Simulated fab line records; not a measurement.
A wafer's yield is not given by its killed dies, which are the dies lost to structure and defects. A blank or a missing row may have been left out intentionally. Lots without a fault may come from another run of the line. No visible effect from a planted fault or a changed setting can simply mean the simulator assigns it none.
fab line records ; flow n5Finfet
record: lots: 7; wafers: 21
route steps=1938 shown ZERO_LAYER@4 FIN_SAQP@114 DUMMY_GATE@224 SD_EPI_N@288 SD_EPI_P@295 SD_ACTIVATION@330 SDB@373
startH: hours from the record's first day to the start of the lot's first wafer shown ; waitH: hours elapsed since this lot's preceding step ; " same as the row above ; L1.1+2: one row covering several wafers at once ; - no value, or no start was given ; * or withheld: withheld ; < > ~ a bound
route shown NAME@n: NAME is a module with steps in the file, n the number in the route of the first one ; usual: mean/standard deviation of fault-free wafers ; same: alike in all rows ; chamber/n: place in a boat ; sites: readings site by site ; _std_site: the standard deviation of these ; _edge_site: the outer-site mean with the inner-site mean subtracted ; radiusMm: for every site, how far away it sits from the centre of the wafer ; mask NAME#n: copy n ; behind: the most recent tool/chamber to have shaped the wafer ; hold: reason for holding the lot/hours on hold/outcome of the hold ; device: transistor that didn't switch, given as n, p or np ; end of line: at the end of the route, the tests of the same wafers ; for a step that has no rows: nothing shown but its recipe ; killed: count of dies lost to structure and defects at first sort (not the wafer's yield) ; map: the dies of a wafer, with x for killed, . for not killed, _ for no die there
set.NAME: setting as actually run; set.NAME@STEP: the setting as run at that earlier step ; model.NAME: the simulator's own value behind a step, which no gauge read
one table per step and one row per wafer, for lots whose settings were changed on purpose
== steps ==
step: N5_ZERO_LAYER_PECVD_02
recipe: material: SiO2; targetThkA: 100; tempC: 400; precursor: SiH4/N2O; pressureTorr: 0.75; rfW: 275; timeS: 6
lot.wafer;tool;chamber;startH;waitH;set.timeS;model.SiO2_of_ZERO_LAYER_PECVD_02.thkNm
L075.3;pecvd-03;2;18.28;0.0;6;9.873
L075.4;pecvd-03;2;18.28;0.0;6;9.784
L075.6;pecvd-03;0;18.28;0.0;6;9.969
L076.2;pecvd-03;1;24.28;0.0;6;9.787
L076.3;pecvd-03;2;24.28;0.0;6.236;10.13
L076.5;pecvd-03;2;24.28;0.0;6.236;10.18
L078.3;pecvd-03;1;36.28;0.0;5.297;8.731
L078.4;pecvd-03;2;36.28;0.0;6;10.22
L078.6;pecvd-03;0;36.28;0.0;5.297;8.91
L081.1;pecvd-03;1;54.30;0.0;6;10.02
L081.2;pecvd-03;2;54.30;0.0;5.723;9.297
L081.5;pecvd-03;2;54.30;0.0;6;9.966
L086.1;pecvd-04;0;84.28;0.0;6;9.673
L086.2+4;pecvd-04;1;84.28;0.0;6;9.973
L087.1;pecvd-02;1;90.28;0.0;6;10.09
L087.3;pecvd-02;2;90.28;0.0;5.508;9.098
L087.4;pecvd-02;0;90.28;0.0;5.508;9.33
L096.3;pecvd-02;0;144.47;0.0;6;9.898
L096.4;pecvd-02;0;144.47;0.0;6;9.997
L096.5;pecvd-02;1;144.47;0.0;6;9.813
step: N5_ZERO_LAYER_DEVELOP_10
recipe: developTimeS: 60; rinseLiquid: diw; dry: airSpin; devTempC: 21
lot.wafer;tool;chamber;startH;waitH;set.developTimeS
L075.3;lithoTrack-05;0;-;-;60
L075.4+6;lithoTrack-05;0;-;-;71.54
L076.2+3+5;lithoTrack-05;0;-;-;60
L078.3+4;lithoTrack-02;0;-;-;60
L078.6;lithoTrack-02;0;-;-;52.79
L081.1;lithoTrack-05;0;-;-;49.59
L081.2+5;lithoTrack-05;0;-;-;60
L086.1+2+4;lithoTrack-01;0;-;-;60
L087.1+3;lithoTrack-01;0;-;-;53.07
L087.4;lithoTrack-01;0;-;-;60
L096.3+4+5;lithoTrack-01;0;-;-;60
step: N5_ZERO_LAYER_HARDBAKE_23
recipe: tempC: 130; timeS: 120
step: N5_ZERO_LAYER_CD_MEAS_11
recipe: targetCdNm: 2000; landingEnergyEv: 500; detector: seInlens
usual: cdNm: 1999.6/1.5
lot.wafer;tool;chamber;startH;waitH;set.developTimeS@ZERO_LAYER_DEVELOP_10;cdNm
L075.3;cdSem-01;0;18.64;-;60;1995.3
L075.4;cdSem-01;0;18.64;-;71.54;2002.3
L075.6;cdSem-01;0;18.64;-;71.54;2000.8
L076.2;cdSem-02;0;24.77;-;60;2001.8
L076.3;cdSem-02;0;24.77;-;60;1999.0
L076.5;cdSem-02;0;24.77;-;60;1999.6
L078.3;cdSem-02;0;36.64;-;60;2001.3
L078.4;cdSem-02;0;36.64;-;60;1999.7
L078.6;cdSem-02;0;36.64;-;52.79;1997.9
L081.1;cdSem-01;0;54.78;-;49.59;1994.1
L081.2;cdSem-01;0;54.78;-;60;1998.8
L081.5;cdSem-01;0;54.78;-;60;1999.1
L086.1;cdSem-01;0;84.77;-;60;2001.8
L086.2;cdSem-01;0;84.77;-;60;2001.5
L086.4;cdSem-01;0;84.77;-;60;2001.0
L087.1;cdSem-03;0;90.77;-;53.07;1997.3
L087.3;cdSem-03;0;90.77;-;53.07;1997.7
L087.4;cdSem-03;0;90.77;-;60;1999.3
L096.3;cdSem-02;0;144.95;-;60;1998.2
L096.4;cdSem-02;0;144.95;-;60;1998.8
L096.5;cdSem-02;0;144.95;-;60;1999.1
step: N5_FIN_SAQP_DESCUM_21
recipe: chemistry: O2; timeS: 7.9; sourcePowerW: 50; biasPowerW: 20; pressureMtorr: 20; rfFrequencyHz: 2.712e+07; tempC: 40; resist: CAR-ArF; o2FlowSccm: 225
lot.wafer;tool;chamber;startH;waitH;set.timeS;model.CAR-ArF_of_FIN_SAQP_COAT_10.thkNm
L075.3+6;rieDiel-01;0,1;28.03;0.0;7.9;83.62
L075.4;rieDiel-01;3;28.03;0.0;7.9;83.2
L076.2;rieDiel-02;3;34.60;0.0;7.063;84.46
L076.3;rieDiel-02;2;34.60;0.0;7.063;84.39
L076.5;rieDiel-02;3;34.60;0.0;7.9;83.85
L078.3;rieDiel-02;1;45.80;0.4;7.9;83.14
L078.4;rieDiel-02;2;45.80;0.4;6.803;83.6
L078.6;rieDiel-02;3;45.80;0.4;7.9;83.13
L081.1;rieDiel-02;1;63.71;0.1;7.9;83.36
L081.2;rieDiel-02;0;63.71;0.1;6.559;84
L081.5;rieDiel-02;2;63.71;0.1;7.9;83.14
L086.1;rieDiel-01;3;94.62;0.2;7.9;83.06
L086.2;rieDiel-01;0;94.62;0.2;7.9;83.03
L086.4;rieDiel-01;1;94.62;0.2;7.9;83.07
L087.1;rieDiel-02;1;99.79;0.0;7.9;83.44
L087.3;rieDiel-02;3;99.79;0.0;7.9;83.6
L087.4;rieDiel-02;0;99.79;0.0;7.9;83.1
L096.3;rieDiel-03;2;155.03;0.0;7.9;83.43
L096.4;rieDiel-03;0;155.03;0.0;8.945;82.85
L096.5;rieDiel-03;0;155.03;0.0;8.945;82.79
step: N5_FIN_SAQP_ETCH_64
recipe: chemistry: CF4; target: SiO2; targetDepthA: 15; ionEnergyEv: 350; pressureMtorr: 10; icpW: 800; biasW: 400; cf4FlowSccm: 80
lot.wafer;tool;chamber;startH;waitH;set.biasW;model.etch.depthNm
L075.3;rieSi-03;3;31.93;0.0;469;1.564
L075.4;rieSi-03;1;31.93;0.0;469;1.584
L075.6;rieSi-03;2;31.93;0.0;400;1.507
L076.2;rieSi-03;0;38.46;0.0;400;1.504
L076.3;rieSi-03;2;38.46;0.0;400;1.495
L076.5;rieSi-03;0;38.46;0.0;422.6;1.557
L078.3;rieSi-05;0;50.38;0.0;400;1.519
L078.4;rieSi-05;2;50.38;0.0;426.6;1.549
L078.6;rieSi-05;0;50.38;0.0;426.6;1.553
L081.1;rieSi-03;2;68.39;0.0;431.9;1.549
L081.2;rieSi-03;1;68.39;0.0;400;1.509
L081.5;rieSi-03;2;68.39;0.0;431.9;1.551
L086.1;rieSi-03;0;98.79;0.0;400;1.521
L086.2;rieSi-03;1;98.79;0.0;400;1.492
L086.4;rieSi-03;2;98.79;0.0;400;1.518
L087.1;rieSi-05;0;103.95;0.0;400;1.521
L087.3;rieSi-05;3;103.95;0.0;400;1.495
L087.4;rieSi-05;1;103.95;0.0;400;1.499
L096.3;rieSi-06;1;158.89;0.0;400;1.514
L096.4;rieSi-06;0;158.89;0.0;400;1.493
L096.5;rieSi-06;1;158.89;0.0;371.3;1.483
step: N5_DUMMY_GATE_COAT_28
recipe: resist: underlayer; tempC: 205; timeS: 60; spinRpm: 1500; resistThkNm: 10
lot.wafer;tool;chamber;startH;waitH;set.spinRpm;model.underlayer_of_DUMMY_GATE_COAT_28.thkNm
L075.3;lithoTrack-01;0;-;-;1500;10
L075.4+6;lithoTrack-01;0;-;-;1660;9.6
L076.2;lithoTrack-02;0;-;-;1350;10.6
L076.3+5;lithoTrack-02;0;-;-;1500;10
L078.3;lithoTrack-05;0;-;-;1332;10.6
L078.4+6;lithoTrack-05;0;-;-;1500;10
L081.1+2+5;lithoTrack-02;0;-;-;1500;10
L086.1+2+4;lithoTrack-02;0;-;-;1500;10
L087.1+3+4;lithoTrack-05;0;-;-;1500;10
L096.3+4;lithoTrack-05;0;-;-;1500;10
L096.5;lithoTrack-05;0;-;-;1401;10.2
step: N5_DUMMY_GATE_EXPOSE_12
recipe: maskId: GATE; na: 0.33; sourceShape: annular; sigmaInner: 0.2; sigmaOuter: 0.6; polarization: unpolarized; targetCdNm: 25; doseMj: 34
lot.wafer;tool;chamber;startH;waitH;mask;set.doseMj
L075.3+4+6;euvScanner-02;0;54.30;-;GATE#0;34
L076.2+3+5;euvScanner-02;0;58.51;-;GATE#0;34
L078.3+6;euvScanner-01;0;69.92;-;GATE#0;32.13
L078.4;euvScanner-01;0;69.92;-;GATE#0;34
L081.1+2;euvScanner-01;0;87.64;-;GATE#0;34
L081.5;euvScanner-01;0;87.64;-;GATE#0;31.88
L086.1+2+4;euvScanner-02;0;118.78;-;GATE#0;34
L087.1+3+4;euvScanner-02;0;122.94;-;GATE#0;34
L096.3+5;euvScanner-01;0;178.05;-;GATE#0;34
L096.4;euvScanner-01;0;178.05;-;GATE#0;33.06
step: N5_DUMMY_GATE_PEB_13
recipe: pebTempC: 100; pebTimeS: 60; resist: CAR-EUV
step: N5_DUMMY_GATE_DEVELOP_14
recipe: developTimeS: 30; developer: TMAH; resist: CAR-EUV; rinseLiquid: surfactantRinse; dry: airSpin; devTempC: 23
step: N5_DUMMY_GATE_CD_MEAS_15
recipe: targetCdNm: 25.8; landingEnergyEv: 500; detector: seInlens
usual: cdNm: 25.01/0.2
lot.wafer;tool;chamber;startH;waitH;set.doseMj@DUMMY_GATE_EXPOSE_12;cdNm
L075.3;cdSem-01;0;54.42;-;34;25.16
L075.4;cdSem-01;0;54.42;-;34;25.14
L075.6;cdSem-01;0;54.42;-;34;24.92
L076.2;cdSem-02;0;58.63;-;34;25.06
L076.3;cdSem-02;0;58.63;-;34;25.09
L076.5;cdSem-02;0;58.63;-;34;25.28
L078.3;cdSem-01;0;70.04;-;32.13;26.04
L078.4;cdSem-01;0;70.04;-;34;25.02
L078.6;cdSem-01;0;70.04;-;32.13;25.83
L081.1;cdSem-02;0;87.77;-;34;25.11
L081.2;cdSem-02;0;87.77;-;34;25.12
L081.5;cdSem-02;0;87.77;-;31.88;26.33
L086.1;cdSem-01;0;118.91;-;34;24.74
L086.2;cdSem-01;0;118.91;-;34;24.78
L086.4;cdSem-01;0;118.91;-;34;25.13
L087.1;cdSem-03;0;123.06;-;34;24.88
L087.3;cdSem-03;0;123.06;-;34;24.59
L087.4;cdSem-03;0;123.06;-;34;24.99
L096.3;cdSem-01;0;178.17;-;34;25.33
L096.4;cdSem-01;0;178.17;-;33.06;25.79
L096.5;cdSem-01;0;178.17;-;34;24.83
step: N5_DUMMY_GATE_STRIP_38
recipe: chemistry: N2/H2; tempC: 40; n2FlowSccm: 200; h2FlowSccm: 200; rfFrequencyHz: 6e+07
step: N5_DUMMY_GATE_STRIP_39
recipe: chemistry: N2/H2; tempC: 40; n2FlowSccm: 200; h2FlowSccm: 200; rfFrequencyHz: 6e+07
step: N5_DUMMY_GATE_TRIM_49
recipe: chemistry: O2; resist: SOC; timeS: 29; targetCdNm: 14; sourcePowerW: 300; biasPowerW: 0; O2_flow_sccm: 100; tempC: 20
lot.wafer;tool;chamber;startH;waitH;set.doseMj@DUMMY_GATE_EXPOSE_12;model.DUMMY_GATE.cdNm
L075.3;rieSi-04;1;54.78;0.0;34;13.8
L075.4+6;rieSi-04;2,1;54.78;0.0;34;14
L076.2+5;rieSi-04;2,0;59.05;0.0;34;14
L076.3;rieSi-04;0;59.05;0.0;34;13.8
L078.3+6;rieSi-04;1,3;70.39;0.0;32.13;15
L078.4;rieSi-04;0;70.39;0.0;34;13.6
L081.1;rieSi-01;1;88.12;0.0;34;14
L081.2;rieSi-01;3;88.12;0.0;34;14.4
L081.5;rieSi-01;0;88.12;0.0;31.88;15
L086.1+2;rieSi-01;3,1;119.27;0.0;34;14
L086.4;rieSi-01;3;119.27;0.0;34;14.2
L087.1;rieSi-02;3;123.42;0.0;34;14
L087.3;rieSi-02;1;123.42;0.0;34;14.2
L087.4;rieSi-02;2;123.42;0.0;34;13.8
L096.3;rieSi-01;2;178.52;0.0;34;13.6
L096.4;rieSi-01;1;178.52;0.0;33.06;14.6
L096.5;rieSi-01;0;178.52;0.0;34;14
step: N5_DUMMY_GATE_STRIP_40
recipe: chemistry: CF4; resist: SiARC; powerW: 300; biasPowerW: 75; pressureMtorr: 50; cf4FlowSccm: 150; rfFrequencyHz: 6e+07
step: N5_DUMMY_GATE_ETCH_32
recipe: chemistry: CF4; target: SiO2; targetDepthA: 35; timeS: 3.9; ionEnergyEv: 350; pressureMtorr: 10; icpW: 800; biasW: 400; cf4FlowSccm: 80
step: N5_DUMMY_GATE_ETCH_23
recipe: chemistry: HBr/Cl2/O2; HBr_flow_sccm: 150; Cl2_flow_sccm: 80; O2_flow_sccm: 12; biasW: 102; targetDepthA: 410; timeS: 22.3; target: poly-Si; maskMaterial: SiO2; pressureMtorr: 10; icpW: 800
step: N5_DUMMY_GATE_ETCH_44
recipe: chemistry: HBr/O2; overEtchFrac: 0.7; targetDepthA: 1275; stopOn: SiO2; ionEnergyEv: 60; biasW: 20; target: poly-Si; maskMaterial: SiO2; pressureMtorr: 20; icpW: 400; HBr_flow_sccm: 120; O2_flow_sccm: 10
lot.wafer;tool;chamber;startH;waitH;set.doseMj@DUMMY_GATE_EXPOSE_12;model.DUMMY_GATE.cdNm
L075.3+6;rieSi-01;0;55.31;0.0;34;15
L075.4;rieSi-01;2;55.31;0.0;34;15.4
L076.2+3+5;rieSi-04;2,0,0;59.91;0.0;34;14.6
L078.3+6;rieSi-02;2,3;70.93;0.0;32.13;16
L078.4;rieSi-02;0;70.93;0.0;34;14.4
L081.1;rieSi-02;1;88.66;0.0;34;15
L081.2;rieSi-02;3;88.66;0.0;34;15.4
L081.5;rieSi-02;1;88.66;0.0;31.88;16.2
L086.1+2;rieSi-02;2,1;119.80;0.0;34;15
L086.4;rieSi-02;0;119.80;0.0;34;15.4
L087.1+4;rieSi-02;3,2;124.05;0.0;34;15
L087.3;rieSi-02;0;124.05;0.0;34;15.2
L096.3;rieSi-04;2;179.06;0.0;34;14.4
L096.4;rieSi-04;1;179.06;0.0;33.06;15.4
L096.5;rieSi-04;2;179.06;0.0;34;14.8
step: N5_SD_EPI_N_EPI_21
recipe: material: Si:P; dopant: P; tempC: 680; pressureTorr: 255; timeS: 690
lot.wafer;tool;chamber;startH;waitH;set.tempC;model.Si-P_of_SD_EPI_N_EPI_21.thkNm
L075.3;epiRpcvd-04;0;59.29;0.9;680;59.2
L075.4;epiRpcvd-04;0;59.29;0.9;680;58.8
L075.6;epiRpcvd-04;0;59.29;0.9;680;58.6
L076.2;epiRpcvd-03;0;63.80;0.4;680;60.4
L076.3;epiRpcvd-03;0;63.80;0.4;675.7;55.4
L076.5;epiRpcvd-03;0;63.80;0.4;680;59.8
L078.3;epiRpcvd-04;0;75.52;0.7;683.4;62.2
L078.4;epiRpcvd-04;0;75.52;0.7;683.4;62.4
L078.6;epiRpcvd-04;0;75.52;0.7;680;58.2
L081.1;epiRpcvd-03;0;92.40;0.1;680;60.2
L081.2;epiRpcvd-03;0;92.40;0.1;680;59.6
L081.5;epiRpcvd-03;0;92.40;0.1;680;59
L086.1+2;epiRpcvd-01;0;123.27;0.1;680;60
L086.4;epiRpcvd-01;0;123.27;0.1;680;59.2
L087.1;epiRpcvd-03;0;127.40;0.2;682.2;61.8
L087.3;epiRpcvd-03;0;127.40;0.2;680;59.6
L087.4;epiRpcvd-03;0;127.40;0.2;682.2;61
L096.3;epiRpcvd-04;0;184.96;0.7;680;59.6
L096.4+5;epiRpcvd-04;0;184.96;0.7;676.1;56.2
step: N5_SD_EPI_N_EPI_MEAS_23
recipe: mode: xrd
usual: thkNm: 59.5/1.2
lot.wafer;tool;chamber;startH;waitH;set.tempC@SD_EPI_N_EPI_21;thkNm
L075.3;filmMetro-02;-;60.82;1.2;680;58.4
L075.4;filmMetro-02;-;60.82;1.2;680;60.3
L075.6;filmMetro-02;-;60.82;1.2;680;58.4
L076.2;filmMetro-02;-;65.24;1.2;680;62.7
L076.3;filmMetro-02;-;65.24;1.2;675.7;55.7
L076.5;filmMetro-02;-;65.24;1.2;680;60.7
L078.3;filmMetro-02;-;76.69;0.9;683.4;63.4
L078.4;filmMetro-02;-;76.69;0.9;683.4;63.0
L078.6;filmMetro-02;-;76.69;0.9;680;60.3
L081.1;filmMetro-01;-;94.11;1.4;680;59.8
L081.2;filmMetro-01;-;94.11;1.4;680;61.6
L081.5;filmMetro-01;-;94.11;1.4;680;58.8
L086.1;filmMetro-02;-;124.98;1.4;680;61.6
L086.2;filmMetro-02;-;124.98;1.4;680;59.3
L086.4;filmMetro-02;-;124.98;1.4;680;61.4
L087.1;filmMetro-02;-;129.68;1.9;682.2;62.7
L087.3;filmMetro-02;-;129.68;1.9;680;60.1
L087.4;filmMetro-02;-;129.68;1.9;682.2;61.7
L096.3;filmMetro-01;-;186.12;0.9;680;59.4
L096.4;filmMetro-01;-;186.12;0.9;676.1;55.2
L096.5;filmMetro-01;-;186.12;0.9;676.1;55.4
step: N5_SD_EPI_P_COAT_34
recipe: resist: SOC; tempC: 250; timeS: 60; spinRpm: 1500; resistThkNm: 350
lot.wafer;tool;chamber;startH;waitH;set.spinRpm;model.SOC_of_SD_EPI_P_COAT_34.thkNm
L075.3;lithoTrack-05;0;61.65;0.0;1354;369.2
L075.4;lithoTrack-05;0;61.65;0.0;1500;350
L075.6;lithoTrack-05;0;61.65;0.0;1354;368.8
L076.2;lithoTrack-01;0;65.83;0.0;1500;351.4
L076.3;lithoTrack-01;0;65.83;0.0;1500;350
L076.5;lithoTrack-01;0;65.83;0.0;1500;350.8
L078.3;lithoTrack-05;0;77.30;0.0;1630;336.8
L078.4;lithoTrack-05;0;77.30;0.0;1500;350.2
L078.6;lithoTrack-05;0;77.30;0.0;1630;336.4
L081.1;lithoTrack-05;0;94.91;0.0;1500;350.8
L081.2;lithoTrack-05;0;94.91;0.0;1500;352
L081.5;lithoTrack-05;0;94.91;0.0;1500;351.2
L086.1;lithoTrack-05;0;125.57;0.0;1500;350
L086.2;lithoTrack-05;0;125.57;0.0;1500;350.2
L086.4;lithoTrack-05;0;125.57;0.0;1500;349.2
L087.1;lithoTrack-04;0;130.28;0.0;1657;334.6
L087.3;lithoTrack-04;0;130.28;0.0;1657;334
L087.4;lithoTrack-04;0;130.28;0.0;1500;351.2
L096.3;lithoTrack-05;0;186.70;0.0;1500;349.4
L096.4;lithoTrack-05;0;186.70;0.0;1574;342.2
L096.5;lithoTrack-05;0;186.70;0.0;1500;349.6
step: N5_SD_EPI_P_COAT_35
recipe: resist: SiARC; tempC: 220; timeS: 60; spinRpm: 1500; resistThkNm: 35
step: N5_SD_EPI_P_COAT_03
recipe: resist: CAR-ArF-block; spinRpm: 1500; resistThkNm: 150
step: N5_SD_EPI_P_EPI_21
recipe: material: SiGe:B; dopant: B; tempC: 550; pressureTorr: 20; ambient: H2; timeS: 355
step: N5_SD_EPI_P_HM_STRIP_48
recipe: chemistry: H3PO4; tempC: 160; material: SiNx; target: SiNx; targetDepthA: 30; overetchFraction: 0.3
lot.wafer;tool;chamber;startH;waitH;set.tempC@SD_EPI_N_EPI_21;model.Si-P_of_SD_EPI_N_EPI_21.thkNm
L075.3;wetBench-06;7;65.86;0.0;680;58.4
L075.4;wetBench-06;6;65.86;0.0;680;58.2
L075.6;wetBench-06;4;65.86;0.0;680;57.8
L076.2;wetBench-02;3;69.74;0.0;680;59.6
L076.3;wetBench-02;1;69.74;0.0;675.7;54.8
L076.5;wetBench-02;4;69.74;0.0;680;59.2
L078.3;wetBench-02;6;81.77;0.0;683.4;61.4
L078.4;wetBench-02;4;81.77;0.0;683.4;61.8
L078.6;wetBench-02;3;81.77;0.0;680;57.6
L081.1;wetBench-06;2;98.99;0.0;680;59.4
L081.2;wetBench-06;4;98.99;0.0;680;59
L081.5;wetBench-06;3;98.99;0.0;680;58.2
L086.1;wetBench-05;4;129.62;0.0;680;59.4
L086.2;wetBench-05;6;129.62;0.0;680;59.2
L086.4;wetBench-05;3;129.62;0.0;680;58.6
L087.1;wetBench-06;1;134.24;0.0;682.2;61
L087.3;wetBench-06;7;134.24;0.0;680;58.8
L087.4;wetBench-06;5;134.24;0.0;682.2;60.2
L096.3;wetBench-06;4;190.74;0.0;680;59
L096.4+5;wetBench-06;1,2;190.74;0.0;676.1;55.6
step: N5_SD_EPI_P_SRD_49
recipe: dry: ipaMarangoni; timeS: 30; tempC: 23; rinseLiquid: diw
step: N5_SD_EPI_P_PRECLEAN_24
recipe: chemistry: O3/DIW; timeS: 45; tempC: 22; o3Ppm: 10
lot.wafer;tool;chamber;startH;waitH;set.tempC@SD_EPI_N_EPI_21;model.Si-P_of_SD_EPI_N_EPI_21.thkNm
L075.3;wetBench-06;7;65.93;0.0;680;58.4
L075.4;wetBench-06;6;65.93;0.0;680;58
L075.6;wetBench-06;4;65.93;0.0;680;57.8
L076.2;wetBench-02;3;69.81;0.0;680;59.4
L076.3;wetBench-02;1;69.81;0.0;675.7;54.6
L076.5;wetBench-02;4;69.81;0.0;680;59
L078.3;wetBench-02;6;81.84;0.0;683.4;61.2
L078.4;wetBench-02;4;81.84;0.0;683.4;61.6
L078.6;wetBench-02;3;81.84;0.0;680;57.4
L081.1;wetBench-06;2;99.06;0.0;680;59.2
L081.2;wetBench-06;4;99.06;0.0;680;58.8
L081.5;wetBench-06;3;99.06;0.0;680;58.2
L086.1+2;wetBench-05;4,6;129.70;0.0;680;59.2
L086.4;wetBench-05;3;129.70;0.0;680;58.4
L087.1;wetBench-06;1;134.31;0.0;682.2;60.8
L087.3;wetBench-06;7;134.31;0.0;680;58.8
L087.4;wetBench-06;5;134.31;0.0;682.2;60.2
L096.3;wetBench-06;4;190.81;0.0;680;58.8
L096.4+5;wetBench-06;1,2;190.81;0.0;676.1;55.4
step: N5_SD_EPI_P_PRECLEAN_32
recipe: chemistry: dHF; timeS: 10; dilution: 500:1; tempC: 25
step: N5_SD_EPI_P_PRECLEAN_33
recipe: chemistry: SC2; timeS: 45; tempC: 35; mix: 1:1:50
step: N5_SD_ACTIVATION_RTA_00
recipe: tempC: 975; timeS: 0; ambient: N2; idleTempC: 600; rampUpCPerS: 150; rampDownCPerS: 60; coolToC: 600
step: N5_SD_ACTIVATION_LSA_01
recipe: tempC: 1080; timeS: 0.0008; ambient: N2
step: N5_SD_ACTIVATION_RS_MEAS_03
recipe: thkMeasGauge: four-point-probe
usual: RS_SD_N: 21.79/0.27; RS_SD_P: 55.5/0.83
lot.wafer;tool;chamber;startH;waitH;set.tempC@SD_EPI_N_EPI_21;RS_SD_N[ohm/sq];RS_SD_P[ohm/sq]
L075.3;filmMetro-01;-;66.47;0.2;680;22.10;55.3
L075.4;filmMetro-01;-;66.47;0.2;680;22.07;55.5
L075.6;filmMetro-01;-;66.47;0.2;680;22.14;53.9
L076.2;filmMetro-02;-;70.50;0.2;680;21.54;56.0
L076.3;filmMetro-02;-;70.50;0.2;675.7;23.38;56.2
L076.5;filmMetro-02;-;70.50;0.2;680;21.86;57.4
L078.3;filmMetro-01;-;82.38;0.2;683.4;21.23;55.9
L078.4;filmMetro-01;-;82.38;0.2;683.4;20.89;55.7
L078.6;filmMetro-01;-;82.38;0.2;680;22.39;56.2
L081.1;filmMetro-02;-;99.56;0.2;680;21.43;55.1
L081.2;filmMetro-02;-;99.56;0.2;680;21.77;55.7
L081.5;filmMetro-02;-;99.56;0.2;680;22.09;54.6
L086.1;filmMetro-01;-;130.30;0.2;680;21.59;57.3
L086.2;filmMetro-01;-;130.30;0.2;680;21.66;58.0
L086.4;filmMetro-01;-;130.30;0.2;680;21.75;57.1
L087.1;filmMetro-01;-;134.82;0.2;682.2;21.02;55.8
L087.3;filmMetro-01;-;134.82;0.2;680;21.64;56.4
L087.4;filmMetro-01;-;134.82;0.2;682.2;21.26;56.3
L096.3;filmMetro-01;-;191.34;0.2;680;21.69;54.4
L096.4;filmMetro-01;-;191.34;0.2;676.1;22.82;55.1
L096.5;filmMetro-01;-;191.34;0.2;676.1;22.86;55.3
step: N5_SDB_ALD_29
recipe: material: SiNx; targetThkA: 300; tempC: 400; aldPrecursorFamily: SiH2I2; aldCoReactant: N2/H2-plasma; pulseTimeS: 1; aldCycles: 600; purgeTimeS: 2; coReactantPurgeTimeS: 2; pressureTorr: 2
lot.wafer;tool;chamber;startH;waitH;set.aldCycles;model.SiNx_of_SDB_ALD_29.thkNm
L075.3;aldSin-04;0;77.19;0.0;566;28.2
L075.4+6;aldSin-04;0,2;78.55;1.4;600;29.8
L076.2;aldSin-01;3;80.10;0.0;600;30
L076.3;aldSin-01;1;80.10;0.0;600;29.8
L076.5;aldSin-01;1;81.46;1.4;642;32.2
L078.3;aldSin-04;3;91.34;0.0;572;28.4
L078.4+6;aldSin-04;1,0;91.34;0.0;600;30
L081.1;aldSin-04;1;107.71;0.0;642;32.2
L081.2;aldSin-04;2;107.71;0.0;600;30
L081.5;aldSin-04;1;109.06;1.4;600;30.2
L086.1;aldSin-01;1;138.48;0.0;600;29.8
L086.2+4;aldSin-01;2,0;138.48;0.0;600;30
L087.1;aldSin-04;2;144.28;0.0;600;30
L087.3+4;aldSin-04;1,3;144.28;0.0;643;32.2
L096.3;aldSin-03;2;200.05;0.0;509;25.4
L096.4;aldSin-03;1;200.05;0.0;600;30
L096.5;aldSin-03;0;201.40;1.4;600;30.2
== key ==
split: step: N5_ZERO_LAYER_PECVD_02; setting: timeS; stated: 6; by: wafer
response: step: N5_ZERO_LAYER_PECVD_02; reading: model.SiO2_of_ZERO_LAYER_PECVD_02.thkNm; change: +0.117; per: 1%; r: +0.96
split: step: N5_ZERO_LAYER_DEVELOP_10; setting: developTimeS; stated: 60; by: wafer
response: step: N5_ZERO_LAYER_CD_MEAS_11; reading: cdNm; change: +0.268; per: 1%; r: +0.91
split: step: N5_FIN_SAQP_DESCUM_21; setting: timeS; stated: 7.9; by: wafer
response: step: N5_FIN_SAQP_DESCUM_21; reading: model.CAR-ArF_of_FIN_SAQP_COAT_10.thkNm; change: -0.0436; per: 1%; r: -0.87
split: step: N5_FIN_SAQP_ETCH_64; setting: biasW; stated: 400; by: wafer
response: step: N5_FIN_SAQP_ETCH_64; reading: model.etch.depthNm; change: +0.00446; per: 1%; r: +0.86
split: step: N5_DUMMY_GATE_COAT_28; setting: spinRpm; stated: 1500; by: wafer
response: step: N5_DUMMY_GATE_COAT_28; reading: model.underlayer_of_DUMMY_GATE_COAT_28.thkNm; change: -0.0478; per: 1%; r: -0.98
split: step: N5_DUMMY_GATE_EXPOSE_12; setting: doseMj; stated: 34; by: wafer
response: step: N5_DUMMY_GATE_CD_MEAS_15; reading: cdNm; change: -0.19; per: 1%; r: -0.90
response: step: N5_DUMMY_GATE_TRIM_49; reading: model.DUMMY_GATE.cdNm; change: -0.194; per: 1%; r: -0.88
response: step: N5_DUMMY_GATE_ETCH_44; reading: model.DUMMY_GATE.cdNm; change: -0.225; per: 1%; r: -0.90
split: step: N5_SD_EPI_N_EPI_21; setting: tempC; stated: 680; by: wafer
response: step: N5_SD_EPI_N_EPI_21; reading: model.Si-P_of_SD_EPI_N_EPI_21.thkNm; change: +6.97; per: 1%; r: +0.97
response: step: N5_SD_EPI_N_EPI_MEAS_23; reading: thkNm; change: *; per: 1%; r: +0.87
response: step: N5_SD_EPI_P_HM_STRIP_48; reading: model.Si-P_of_SD_EPI_N_EPI_21.thkNm; change: +6.87; per: 1%; r: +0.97
response: step: N5_SD_EPI_P_PRECLEAN_24; reading: model.Si-P_of_SD_EPI_N_EPI_21.thkNm; change: +6.84; per: 1%; r: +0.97
response: step: N5_SD_ACTIVATION_RS_MEAS_03; reading: RS_SD_N; change: -2.36; per: 1%; r: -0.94
split: step: N5_SD_EPI_P_COAT_34; setting: spinRpm; stated: 1500; by: wafer
response: step: N5_SD_EPI_P_COAT_34; reading: model.SOC_of_SD_EPI_P_COAT_34.thkNm; change: -1.7; per: 1%; r: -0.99
split: step: N5_SDB_ALD_29; setting: aldCycles; stated: 600; by: wafer
response: step: N5_SDB_ALD_29; reading: model.SiNx_of_SDB_ALD_29.thkNm; change: +0.31; per: 1%; r: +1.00
